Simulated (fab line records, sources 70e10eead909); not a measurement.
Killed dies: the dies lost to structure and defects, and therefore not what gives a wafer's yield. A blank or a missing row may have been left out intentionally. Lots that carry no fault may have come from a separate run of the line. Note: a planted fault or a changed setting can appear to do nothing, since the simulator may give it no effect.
fab line records    flow nand_harc
[record] lots = 13  wafers = 39  last_day = 33
route steps=1302 shown P_M1@306 A_M1@1196 A_BONDPAD@1202 END@1302
lots untouched by any fault: they come from a run of this same line in which no faults occurred
start_h: hours from the record's opening day to when the first of the lot's shown wafers began    wait_h: hours elapsed since this lot's preceding step    " identical to the entry in the row above    L1.1+2: one row covering several wafers at once    - no value, or no start given    * or withheld: withheld    < > ~ a bound
route shown NAME@n: NAME is a module with steps in the file, n the number in the route of the first one    usual: the fault-free wafers' mean and standard deviation    same: alike in all rows    chamber/n: place in a boat    sites: the reading at each site    _std_site: standard deviation across them    _edge_site: mean of outer sites minus mean of inner sites    radius_mm: for every site, how far away it sits from the centre of the wafer    mask NAME#n: copy n    behind: the most recent tool/chamber to have shaped the wafer    hold: why the lot was held/for how many hours/how that ended    device: transistor that didn't switch, given as n, p or np    end of line: the same wafers' tests at the end of the route    where a step has no rows: the recipe by itself    killed: dies lost to structure and defects at the first sort, not the wafer's yield    map: dies across one wafer; x = killed, . = not, _ = none there
set.NAME: the setting that was run; set.NAME@STEP: the one run at that earlier step    model.NAME: the simulator's own value behind a step, which no gauge read
route steps across a sampled set of lots; one table per step, one row per wafer
services: a tool's chamber out of use, with start hour (start_h, from the record's first day; less than 0 if before it), hours out, and reason
[[steps]]
[step NHARC_P_M1_PRE_CLEAN_30]
[recipe] time_s = 30  temp_c = 280  gas = H2/He
[usual] heater_power_w = 408/37
lot.wafer  tool            chamber  start_h  wait_h  heater_power_w
L616.1     pvd_sputter-01  -        136.18   -       447
L616.6     "               -        "        "       442
L616.5     "               -        "        "       375
L617.4     pvd_sputter-02  -        137.79   -       356
L617.6     "               -        "        "       428
L617.5     "               -        "        "       368
L618.4     pvd_sputter-01  -        151.46   -       456
L618.1     "               -        "        "       449
L618.3     "               -        "        "       377
L619.3     pvd_sputter-01  -        156.86   -       368
L619.5     "               -        "        "       386
L619.6     "               -        "        "       359
L620.4     pvd_sputter-02  -        167.76   -       434
L620.1     "               -        "        "       359
L620.5     "               -        "        "       434
L621.4     pvd_sputter-01  -        181.22   -       449
L621.3     "               -        "        "       449
L621.6     "               -        "        "       436
L622.1     pvd_sputter-02  -        182.00   -       360
L622.5     "               -        "        "       357
L622.6     "               -        "        "       381
L633.3     pvd_sputter-02  -        297.15   -       367
L633.2     "               -        "        "       387
L633.4     "               -        "        "       421
L634.1     pvd_sputter-03  -        308.53   -       455
L634.3     "               -        "        "       444
L634.6     "               -        "        "       374
L635.4     pvd_sputter-03  -        312.66   -       374
L635.5     "               -        "        "       430
L635.6     "               -        "        "       453
L637.3     pvd_sputter-01  -        332.36   -       458
L637.1     "               -        "        "       433
L637.4     "               -        "        "       382
L638.3     pvd_sputter-02  -        353.01   -       439
L638.1     "               -        "        "       374
L638.5     "               -        "        "       390
L639.3     pvd_sputter-01  -        360.73   -       426
L639.4     "               -        "        "       346
L639.5     "               -        "        "       374
[step NHARC_A_M1_THK_MEAS_24]
[recipe] thk_meas_gauge = xrf
[usual] thk_nm = 154.4/1.3
lot.wafer  tool           chamber  start_h  wait_h  thk_nm
L618.1     film_metro-01  -        545.08   -       152.9
L618.3     "              -        "        "       155.4
L618.4     "              -        "        "       155.2
L617.4     film_metro-02  -        545.83   -       154.2
L617.5     "              -        "        "       153.9
L617.6     "              -        "        "       152.0
L619.3     film_metro-01  -        551.15   -       155.4
L619.5     "              -        "        "       154.0
L619.6     "              -        "        "       151.7
L616.1     film_metro-01  -        556.52   -       153.8
L616.5     "              -        "        "       151.7
L616.6     "              -        "        "       156.1
L620.1     film_metro-02  -        565.55   -       155.3
L620.4     "              -        "        "       155.3
L620.5     "              -        "        "       155.7
L621.3     film_metro-02  -        572.56   -       154.7
L621.4     "              -        "        "       153.5
L621.6     "              -        "        "       155.4
L622.1     film_metro-02  -        573.02   -       156.3
L622.5     "              -        "        "       154.1
L622.6     "              -        "        "       153.1
L633.2     film_metro-01  -        685.86   -       157.0
L633.3     "              -        "        "       152.4
L633.4     "              -        "        "       153.0
L634.1     film_metro-01  -        702.79   -       154.4
L634.3     "              -        "        "       153.4
L634.6     "              -        "        "       152.7
L635.4     film_metro-02  -        709.72   -       152.7
L635.5     "              -        "        "       155.2
L635.6     "              -        "        "       153.9
L637.1     film_metro-01  -        731.95   -       155.2
L637.3     "              -        "        "       154.8
L637.4     "              -        "        "       155.9
L638.1     film_metro-01  -        742.36   -       154.7
L638.3     "              -        "        "       155.0
L638.5     "              -        "        "       156.4
L639.3     film_metro-02  -        756.46   -       154.2
L639.4     "              -        "        "       156.6
L639.5     "              -        "        "       153.5
[step NHARC_A_BONDPAD_DEP_00]
[recipe] target_thk_a = 2500  temp_c = 370  target_thk_nm = 250  pressure_torr = 3  flow_sccm = 200  rf_w = 450  material = SiCN
[usual] heater_power_w = 617/69
lot.wafer  tool      chamber  start_h  wait_h  heater_power_w  since_wet_clean_h
L618.1     pecvd-02  2        545.94   -       477             123
L618.3     "         0        "        "       631             123
L618.4     "         2        "        "       502             -
L617.5     pecvd-01  1        546.82   -       628             -
L617.4     "         2        "        "       661             -
L617.6     "         0        "        "       769             -
L619.3     pecvd-01  0        552.01   -       715             47
L619.6     "         1        "        "       616             -
L619.5     "         2        "        "       674             -
L616.1     pecvd-02  0        -        -       542             134
L616.6     "         1        "        "       559             -
L616.5     "         2        "        "       412             -
L620.1     pecvd-01  2        566.46   -       692             61
L620.5     "         1        "        "       610             -
L620.4     "         0        "        "       747             -
L621.3     pecvd-01  1        573.50   -       606             68
L621.4     "         2        "        "       673             -
L621.6     "         0        "        "       738             -
L622.1     pecvd-03  2        -        -       525             14
L622.5     "         2        "        "       550             -
L622.6     "         1        "        "       658             -
L633.3     pecvd-01  1        686.76   -       612             0
L633.2     "         2        "        "       657             0
L633.4     "         0        "        "       697             -
L634.1     pecvd-03  2        703.64   -       586             144
L634.3     "         0        "        "       594             144
L634.6     "         2        "        "       609             -
L635.4     pecvd-03  1        -        -       725             -
L635.6     "         2        "        "       601             -
L635.5     "         0        "        "       599             -
L637.1     pecvd-01  2        732.88   -       598             47
L637.3     "         0        "        "       691             47
L637.4     "         2        "        "       620             -
L638.1     pecvd-03  0        -        -       565             2
L638.3     "         2        "        "       611             2
L638.5     "         2        "        "       609             -
L639.3     pecvd-03  2        -        -       656             16
L639.5     "         1        "        "       679             -
L639.4     "         0        "        "       543             -
[step NHARC_A_BONDPAD_ETCH_24]
[recipe] target_depth_a = 300  over_etch_frac = 0.3  time_s = 72.99  ion_energy_ev = 150  cf4_flow_sccm = 50  n2_flow_sccm = 100  ar_flow_sccm = 150  rf_w = 300  bias_w = 100  chemistry = CF4/N2
[usual] drypump_motor_current_A = 5.9/0.42  n2_flow_sccm = 100.01/0.3  oes_product_au = 0.999/0.0099  rf_vpp_V = 313.7/1.9  showerhead_plenum_p_Torr = 2.60/0.1  throttle_valve_pct = 19.795/0.0086
lot.wafer  tool         chamber  start_h  wait_h  drypump_motor_current_A  n2_flow_sccm  oes_product_au  rf_hours_counter_h  rf_vpp_V  showerhead_plenum_p_Torr  throttle_valve_pct
L618.1     rie_diel-05  1        -        -       5.8                      99.85         0.987           3                   316.9     2.74                      19.788
L618.4     "            2        "        "       5.1                      99.93         1.001           4                   313.0     2.52                      19.782
L618.3     "            3        "        "       6.6                      99.76         1.000           4                   314.1     2.63                      19.792
L617.4     rie_diel-06  3        -        -       5.9                      100.11        0.994           18                  313.4     2.58                      19.789
L617.6     "            3        "        "       5.9                      100.21        0.988           -                   312.3     2.58                      19.790
L617.5     "            0        "        "       5.5                      100.12        0.993           -                   316.0     2.75                      19.796
L619.3     rie_diel-11  0        -        -       5.9                      99.64         0.991           26                  310.4     2.45                      19.804
L619.6     "            1        "        "       5.9                      99.49         0.997           -                   312.3     2.59                      19.804
L619.5     "            2        "        "       5.7                      99.98         1.004           -                   311.9     2.52                      19.800
L616.1     rie_diel-05  0        -        -       5.7                      99.91         0.986           4                   318.0     2.78                      19.787
L616.5     "            2        "        "       5.1                      100.37        1.004           -                   312.6     2.52                      19.798
L616.6     "            3        "        "       6.6                      100.34        0.997           -                   314.6     2.63                      19.819
L620.1     rie_diel-05  0        -        -       5.7                      99.85         0.995           4                   316.7     2.78                      19.789
L620.4     "            2        "        "       5.1                      99.51         0.993           5                   312.7     2.52                      19.794
L620.5     "            0        "        "       5.7                      99.83         0.984           -                   316.2     2.78                      19.794
L621.3     rie_diel-11  0        575.42   0.1     5.9                      100.00        0.984           29                  312.4     2.45                      19.807
L621.4     "            0        "        "       5.9                      100.45        0.992           -                   312.0     2.45                      19.775
L621.6     "            2        "        "       5.7                      100.17        1.005           -                   312.8     2.52                      19.797
L622.1     rie_diel-11  3        575.89   0.1     6.2                      99.81         1.020           28                  312.3     2.55                      19.806
L622.5     "            3        "        "       6.2                      99.72         1.013           -                   313.4     2.55                      19.797
L622.6     "            2        "        "       5.7                      99.70         1.011           -                   313.1     2.52                      19.787
L633.2     rie_diel-06  3        -        -       5.9                      100.07        0.985           6                   313.9     2.56                      19.786
L633.4     "            0        "        "       5.5                      100.06        0.994           4                   314.7     2.73                      19.794
L633.3     "            1        "        "       5.7                      100.03        1.012           4                   314.0     2.56                      19.785
L634.1     rie_diel-11  0        705.88   0.3     5.9                      100.58        1.002           12                  311.6     2.44                      19.793
L634.3     "            3        "        "       6.2                      99.89         1.007           14                  311.6     2.54                      19.796
L634.6     "            3        "        "       6.2                      100.49        1.002           -                   312.7     2.54                      19.761
L635.4     rie_diel-05  0        -        -       5.7                      100.18        0.977           3                   317.8     2.78                      19.803
L635.5     "            3        "        "       6.6                      99.73         0.985           -                   314.4     2.63                      19.798
L635.6     "            0        "        "       5.7                      100.49        0.986           -                   317.2     2.78                      19.796
L637.1     rie_diel-05  0        -        -       5.7                      100.85        1.006           4                   316.4     2.78                      19.809
L637.4     "            1        "        "       5.8                      100.02        1.004           4                   315.2     2.74                      19.786
L637.3     "            2        "        "       5.1                      100.03        1.008           4                   312.0     2.52                      19.803
L638.1     rie_diel-06  1        -        -       5.7                      99.59         1.003           19                  312.6     2.56                      19.803
L638.3     "            2        "        "       6.6                      100.03        0.980           22                  312.2     2.52                      19.779
L638.5     "            1        "        "       5.7                      99.67         1.002           -                   313.3     2.56                      19.799
L639.3     rie_diel-06  2        -        -       6.6                      100.01        0.985           26                  311.1     2.52                      19.799
L639.4     "            3        "        "       5.9                      100.15        0.998           30                  312.6     2.55                      19.799
L639.5     "            2        "        "       6.6                      99.72         0.983           -                   310.6     2.52                      19.802
[step NHARC_END_SORT_01]
[recipe] temp_c = 25
[usual] defect_limited_yield = 90.7/2.9  killed_at_array = 58/20  killed_at_other = 1.0/1.2  killed_at_periphery = 4.1/3  killed_dies = 63/20  killed_open = 3.2/1.7  killed_short = 2.5/1.5
[same] gross_dies = 677
lot.wafer  tool       chamber  start_h  wait_h  defect_limited_yield[%]  killed_at_array  killed_at_other  killed_at_periphery  killed_dies  killed_open  killed_short
L633.2     prober-01  0        719.41   2.8     87.4                     81               0                4                    85           4            5
L633.3     prober-01  0        720.22   3.1     82.6                     99               2                17                   118          2            6
L633.4     prober-01  0        721.03   3.4     83.3                     98               0                15                   113          2            3
// killed by level:class
L633.2 A_SLIT:chamber_film_flake=23 A_CHANNEL_HOLE_D1:chamber_film_flake=21 A_CHANNEL_HOLE_D2:chamber_film_flake=19 A_CHANNEL_FILL_D2:chamber_film_flake=4 A_STAIRCASE:chamber_film_flake=3 A_CONTACT:chamber_film_flake=3 A_WL_FILL:geometric_particle:short=2 P_M1:unspecified=2
L633.3 A_SLIT:chamber_film_flake=33 A_CHANNEL_HOLE_D1:chamber_film_flake=30 A_CHANNEL_HOLE_D2:chamber_film_flake=22 P_M1:unspecified=14 A_CHANNEL_FILL_D1:geometric_particle:short=3 A_CONTACT:chamber_film_flake=3 A_BLC:geometric_particle:open=2 P_M1:chamber_film_flake=2
L633.4 A_SLIT:chamber_film_flake=44 A_CHANNEL_HOLE_D2:chamber_film_flake=22 A_CHANNEL_HOLE_D1:chamber_film_flake=19 P_M1:unspecified=15 A_CONTACT:chamber_film_flake=5 A_CHANNEL_FILL_D2:chamber_film_flake=2 A_ONON_D1:geometric_particle:short=1 A_ONON_D1:geometric_particle:open=1
[[services]]
tool            chamber  start_h  hours  kind
pecvd-01        -        130.30   13.0   pm
rie_diel-05     0        144.15   1.3    repair
rie_diel-05     0        168.47   16.1   repair
pecvd-03        -        173.10   0.3    repair
pecvd-03        -        185.16   13.0   pm
pvd_sputter-01  -        226.00   10.0   pm
pecvd-01        -        228.94   0.6    repair
rie_diel-05     -        229.60   9.0    pm
pecvd-01        0        232.96   16.8   repair
pvd_sputter-02  -        235.94   1.2    repair
rie_diel-05     3        255.97   2.4    repair
pvd_sputter-01  -        293.84   4.3    repair
pvd_sputter-01  -        301.41   1.6    repair
pecvd-01        -        311.30   13.0   pm
pvd_sputter-01  -        404.00   10.0   pm
pecvd-01        2        443.62   7.6    repair
pvd_sputter-01  -        452.13   5.3    repair
pecvd-01        -        492.30   13.0   pm
pecvd-01        1        511.45   3.5    repair
pvd_sputter-01  -        582.00   10.0   pm
pecvd-01        -        592.65   5.9    repair
pecvd-01        1        625.14   10.8   repair
pecvd-01        -        673.38   13.0   pm
pvd_sputter-01  -        756.98   2.0    repair
[[key]]
[first_sign] step = NHARC_END_SORT_01  reading = killed_at_periphery  direction = up  sigmas = 2.7  usual = 4.1  struck = 12  wafers_moved = 2
effect none on later readings
met_at NHARC_P_M1_PRE_CLEAN_30
struck_lots L633
not_acting_at NHARC_A_M1_THK_MEAS_24,NHARC_A_BONDPAD_DEP_00,NHARC_A_BONDPAD_ETCH_24
onset_between 182.00 297.15
[fault] kind = chamber_particle_source  tool = pvd_sputter-02  chamber = -  onset_h = 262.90  steps = NHARC_P_M1_PRE_CLEAN_30  rate_per_visit_cm2 = 0.023756  end_h = 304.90
